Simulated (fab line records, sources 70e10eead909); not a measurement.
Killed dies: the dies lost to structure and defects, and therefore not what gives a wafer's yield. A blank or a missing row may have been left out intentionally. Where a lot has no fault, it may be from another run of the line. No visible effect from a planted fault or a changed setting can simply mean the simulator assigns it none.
fab line records	flow nand_harc
[record] lots = 13	wafers = 39	last_day = 33
route steps=1302 shown A_M0@1159 A_M1@1174
lots untouched by any fault: they come from a run of this same line in which no faults occurred
start_h: start of the lot's first displayed wafer, in hours after the record's first day	wait_h: hours since the lot's step before	" repeats the value in the row above	L1.1+2: a row that stands for several wafers	- no value, or no start was given	* or withheld: withheld	< > ~ a bound
route shown NAME@n: NAME is a module with steps in the file, n the number in the route of the first one	usual: mean/standard deviation taken from wafers without a fault	same: alike in all rows	chamber/n: place in a boat	sites: readings site by site	_std_site: how widely they spread, as a standard deviation	_edge_site: mean of outer sites minus mean of inner sites	radius_mm: how far each site lies from the wafer's centre	mask NAME#n: copy n	behind: tool/chamber where the wafer was last shaped	hold: cause of the lot's hold/its duration in hours/its outcome	device: transistor that didn't switch, given as n, p or np	end of line: the tests these same wafers got at the end of their route	a step with no rows: only its recipe	killed: count of dies lost to structure and defects at first sort (not the wafer's yield)	map: a wafer's dies, marking killed ones x, the rest . and places with no die _
set.NAME: setting as actually run; set.NAME@STEP: the setting as run at that earlier step	model.NAME: the simulator's own value behind a step, which no gauge read
steps of the route over a sample of lots; a table a step, a row a wafer
services: when a tool's chamber went out of use (start_h, in hours from the record's first day, below 0 if earlier), for how many hours, and the reason
[[steps]]
[step NHARC_A_M0_PVD_21]
[recipe] target_thk_a = 300	chamber_pressure_pa = 5	power_w = 5000	substrate_temp_c = 30	time_s = 20.49	material = Cu
[usual] throttle_valve_pct = 30.5/1
lot.wafer	tool	chamber	start_h	wait_h	throttle_valve_pct
L526.1	pvd_sputter-01	-	-	-	29.8
L526.4	"	-	"	"	30.2
L526.5	"	-	"	"	30.0
L528.4	pvd_sputter-02	-	-	-	30.7
L528.6	"	-	"	"	30.8
L528.5	"	-	"	"	30.8
L529.3	pvd_sputter-01	-	-	-	29.2
L529.1	"	-	"	"	29.9
L529.6	"	-	"	"	30.0
L531.1	pvd_sputter-01	-	-	-	31.8
L531.3	"	-	"	"	29.2
L531.2	"	-	"	"	30.3
L532.4	pvd_sputter-02	-	-	-	31.4
L532.2	"	-	"	"	30.7
L532.5	"	-	"	"	30.9
L534.2	pvd_sputter-01	-	-	-	30.9
L534.1	"	-	"	"	32.0
L534.5	"	-	"	"	30.7
L535.3	pvd_sputter-02	-	-	-	30.8
L535.4	"	-	"	"	31.2
L535.5	"	-	"	"	30.6
L536.3	pvd_sputter-02	-	-	-	30.6
L536.2	"	-	"	"	30.7
L536.1	"	-	"	"	31.3
L537.3	pvd_sputter-01	-	-	-	32.0
L537.1	"	-	"	"	27.9
L537.4	"	-	"	"	29.7
L539.4	pvd_sputter-02	-	-	-	31.2
L539.1	"	-	"	"	30.1
L539.5	"	-	"	"	30.9
L538.3	pvd_sputter-03	-	-	-	30.0
L538.2	"	-	"	"	29.7
L538.5	"	-	"	"	28.9
L547.3	pvd_sputter-01	-	-	-	30.7
L547.4	"	-	"	"	28.2
L547.1	"	-	"	"	29.9
L548.2	pvd_sputter-02	-	-	-	30.3
L548.4	"	-	"	"	31.1
L548.6	"	-	"	"	30.2
[step NHARC_A_M1_SOFTBAKE_04]
[recipe] temp_c = 105	time_s = 55
[usual] heater_power_total_W = 188.47/0.14	plate_temp_C = 105.02/0.13
lot.wafer	tool	chamber	start_h	wait_h	heater_power_total_W	plate_temp_C
L526.1	litho_track-04	0	540	-	188.41	104.85
L526.4	"	0	"	"	188.32	104.87
L526.5	"	0	"	"	188.71	104.89
L528.4	litho_track-01	0	545	-	188.82	105.19
L528.5	"	0	"	"	188.55	105.25
L528.6	"	0	"	"	188.77	105.19
L529.1	litho_track-06	0	554	-	188.28	105.07
L529.3	"	0	"	"	188.48	104.96
L529.6	"	0	"	"	188.40	104.96
L531.1	litho_track-06	0	575	-	188.29	104.84
L531.2	"	0	"	"	188.23	104.83
L531.3	"	0	"	"	188.72	104.81
L532.2	litho_track-06	0	592	-	188.30	105.12
L532.4	"	0	"	"	188.49	105.14
L532.5	"	0	"	"	188.42	105.14
L534.1	litho_track-04	0	625	-	188.52	105.04
L534.2	"	0	"	"	188.70	104.93
L534.5	"	0	"	"	188.42	104.82
L535.3	litho_track-06	0	629	-	188.45	105.00
L535.4	"	0	"	"	188.48	104.82
L535.5	"	0	"	"	188.40	104.80
L536.1	litho_track-01	0	635	-	188.36	105.06
L536.2	"	0	"	"	188.49	104.84
L536.3	"	0	"	"	188.71	105.01
L537.1	litho_track-06	0	639	-	188.32	104.81
L537.3	"	0	"	"	188.45	104.79
L537.4	"	0	"	"	188.49	104.83
L539.1	litho_track-06	0	662	-	184.04	103.28
L539.4	"	0	"	"	183.99	102.99
L539.5	"	0	"	"	184.11	103.17
L538.2	litho_track-06	0	670	-	184.01	103.15
L538.3	"	0	"	"	183.95	103.16
L538.5	"	0	"	"	184.06	103.16
L547.1	litho_track-04	0	736	-	188.43	105.00
L547.3	"	0	"	"	188.33	105.09
L547.4	"	0	"	"	188.32	105.09
L548.2	litho_track-04	0	757	-	188.42	105.07
L548.4	"	0	"	"	188.62	105.01
L548.6	"	0	"	"	188.46	104.93
[step NHARC_A_M1_OVL_MEAS_10]
[recipe] pitch_nm = 240
[usual] overlay_x_nm = 0.2/0.73	overlay_y_nm = -0.1/0.69
lot.wafer	tool	chamber	start_h	wait_h	overlay_x_nm	overlay_y_nm
L526.1	overlay-01	-	541.18	-	-0.2	-0.9
L526.4	"	-	"	"	0.4	-0.5
L526.5	"	-	"	"	0.2	-0.6
L528.4	overlay-01	-	545.90	-	-0.2	-2.0
L528.5	"	-	"	"	-0.1	-1.8
L528.6	"	-	"	"	-0.7	-1.7
L529.1	overlay-02	-	555.17	-	0.9	-0.3
L529.3	"	-	"	"	0.8	-1.2
L529.6	"	-	"	"	0.9	-1.1
L531.1	overlay-02	-	576.34	-	0.0	1.0
L531.2	"	-	"	"	0.8	0.9
L531.3	"	-	"	"	1.2	0.4
L532.2	overlay-02	-	592.73	-	1.4	0.1
L532.4	"	-	"	"	1.9	0.4
L532.5	"	-	"	"	1.2	0.1
L534.1	overlay-02	-	625.60	-	1.6	-0.2
L534.2	"	-	"	"	1.9	-0.7
L534.5	"	-	"	"	1.2	-0.3
L535.3	overlay-01	-	630.37	-	0.8	0.0
L535.4	"	-	"	"	1.1	-0.3
L535.5	"	-	"	"	0.9	-0.6
L536.1	overlay-01	-	636.03	-	-1.1	0.5
L536.2	"	-	"	"	-0.9	0.7
L536.3	"	-	"	"	-1.0	0.5
L537.1	overlay-02	-	640.18	-	-0.2	1.2
L537.3	"	-	"	"	-0.5	0.4
L537.4	"	-	"	"	0.2	0.3
L539.1	overlay-01	-	662.61	-	-0.3	-0.5
L539.4	"	-	"	"	-0.2	-0.8
L539.5	"	-	"	"	0.0	-0.2
L538.2	overlay-01	-	671.39	-	0.3	-0.6
L538.3	"	-	"	"	0.8	-0.7
L538.5	"	-	"	"	0.2	-1.2
L547.1	overlay-01	-	737.04	-	0.0	0.3
L547.3	"	-	"	"	-0.1	0.5
L547.4	"	-	"	"	-0.1	0.0
L548.2	overlay-02	-	758.15	-	0.0	-0.4
L548.4	"	-	"	"	0.1	-0.4
L548.6	"	-	"	"	0.0	0.2
[step NHARC_A_M1_DESCUM_14]
[recipe] time_s = 3	o2_flow_sccm = 200	ar_flow_sccm = 0	bias_power_w = 0	chemistry = O2
[usual] drypump_motor_current_A = 5.7/0.42	oes_product_au = 1.002/0.0097	rf_vpp_V = 57.8/0.84	showerhead_plenum_p_Torr = 1.93/0.061	throttle_valve_pct = 11.313/0.0083
lot.wafer	tool	chamber	start_h	wait_h	drypump_motor_current_A	oes_product_au	rf_hours_counter_h	rf_vpp_V	showerhead_plenum_p_Torr	throttle_valve_pct
L526.1	rie_diel-04	0	541.29	0.1	6.1	0.996	0	57.2	1.96	11.317
L526.4	"	2	"	"	6.3	1.010	0	57.9	1.91	11.311
L526.5	"	3	"	"	5.3	0.985	-	59.5	2.03	11.319
L528.4	rie_diel-04	1	546.02	0.1	5.5	1.014	0	57.9	1.97	11.309
L528.5	"	2	"	"	6.3	0.997	-	57.9	1.91	11.320
L528.6	"	3	"	"	5.3	0.977	-	58.0	2.03	11.316
L529.3	rie_diel-04	0	555.27	0.1	6.0	1.003	0	58.8	1.96	11.304
L529.1	"	1	"	"	5.5	1.028	1	57.3	1.97	11.307
L529.6	"	0	"	"	6.0	0.998	-	57.2	1.96	11.309
L531.1	rie_diel-04	3	576.43	0.1	5.3	0.992	2	58.3	2.03	11.309
L531.2	"	0	"	"	6.1	1.003	2	57.4	1.96	11.312
L531.3	"	2	"	"	6.3	1.015	2	57.7	1.91	11.304
L532.2	rie_diel-02	1	592.86	0.1	5.0	0.998	2	57.3	1.84	11.316
L532.4	"	0	"	"	5.8	1.014	-	55.9	1.90	11.325
L532.5	"	1	"	"	5.0	0.993	-	56.2	1.84	11.302
L534.1	rie_diel-04	3	625.70	0.1	5.3	0.990	4	58.9	2.03	11.316
L534.2	"	1	"	"	5.5	1.009	4	57.9	1.96	11.311
L534.5	"	2	"	"	6.3	1.002	-	58.2	1.91	11.303
L535.4	rie_diel-02	1	630.50	0.1	5.0	1.006	-	57.4	1.84	11.328
L535.3	"	3	"	"	6.0	0.993	-	58.5	1.94	11.321
L535.5	"	1	"	"	5.0	0.993	-	57.1	1.84	11.312
L536.1	rie_diel-02	1	636.15	0.1	5.0	1.000	6	57.3	1.84	11.318
L536.2	"	3	"	"	6.0	0.998	6	57.5	1.94	11.309
L536.3	"	1	"	"	5.0	0.991	-	58.1	1.84	11.317
L537.3	rie_diel-12	1	640.28	0.1	5.3	1.000	0	58.6	1.90	11.316
L537.1	"	3	"	"	5.8	1.013	0	57.0	2.00	11.316
L537.4	"	0	"	"	5.8	1.022	0	56.4	1.86	11.316
L539.4	rie_diel-04	2	662.72	0.1	6.3	1.009	7	56.1	1.91	11.314
L539.1	"	0	"	"	6.1	0.992	6	59.2	1.96	11.299
L539.5	"	1	"	"	5.5	1.013	-	57.5	1.96	11.326
L538.3	rie_diel-04	0	671.49	0.1	6.0	0.995	6	57.6	1.96	11.307
L538.2	"	2	"	"	6.3	1.003	7	58.5	1.91	11.332
L538.5	"	1	"	"	5.5	1.010	-	58.3	1.96	11.295
L547.4	rie_diel-04	1	737.15	0.1	5.5	1.020	1	57.2	1.96	11.308
L547.1	"	2	"	"	6.3	1.008	1	59.2	1.90	11.332
L547.3	"	3	"	"	5.3	0.991	1	58.1	2.02	11.320
L548.2	rie_diel-02	0	758.25	0.1	5.8	0.998	0	57.6	1.89	11.292
L548.4	"	2	"	"	5.3	1.018	0	57.4	1.92	11.312
L548.6	"	1	"	"	5.0	1.024	-	58.6	1.83	11.319
[[services]]
tool	chamber	start_h	hours	kind
rie_diel-02	-	516.31	0.5	repair
pvd_sputter-03	-	526.02	10.0	pm
litho_track-06	-	529.00	7.0	pm
rie_diel-04	-	531.90	9.0	pm
litho_track-04	-	553.00	7.0	pm
pvd_sputter-03	-	554.30	3.0	repair
rie_diel-02	-	570.72	9.0	pm
pvd_sputter-01	-	582.09	10.0	pm
rie_diel-02	2	583.25	54.1	repair
rie_diel-12	3	603.86	2.5	repair
rie_diel-12	-	622.40	9.0	pm
pvd_sputter-02	-	638.11	10.0	pm
pvd_sputter-03	-	640.88	3.3	repair
pvd_sputter-02	-	661.96	8.5	repair
rie_diel-04	0	677.10	4.5	repair
litho_track-01	-	680.00	7.0	pm
pvd_sputter-01	-	681.36	0.6	repair
litho_track-06	-	704.00	7.0	pm
rie_diel-04	-	708.95	9.0	pm
rie_diel-02	0	720.10	2.8	repair
litho_track-04	-	728.00	7.0	pm
rie_diel-04	2	744.60	4.2	repair
rie_diel-02	-	747.72	9.0	pm
pvd_sputter-02	-	757.91	14.8	repair
[[key]]
[first_sign] step = NHARC_A_M1_SOFTBAKE_04	reading = heater_power_total_W	direction = down	sigmas = 31	usual = *	struck = *
[effect] step = NHARC_A_M1_SOFTBAKE_04	reading = plate_temp_C	direction = down	sigmas = 15	usual = *	struck = *
met_at NHARC_A_M1_SOFTBAKE_04
struck_lots L538,L539
not_acting_at NHARC_A_M0_PVD_21,NHARC_A_M1_OVL_MEAS_10,NHARC_A_M1_DESCUM_14
onset_between 639 662
[fault] kind = process_parameter_drift	tool = litho_track-06	chamber = -	onset_h = 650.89	steps = NHARC_A_M1_SOFTBAKE_04	channel = temp_c	offset = *	shape = step	end_h = 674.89	acts_in = *	stated = *
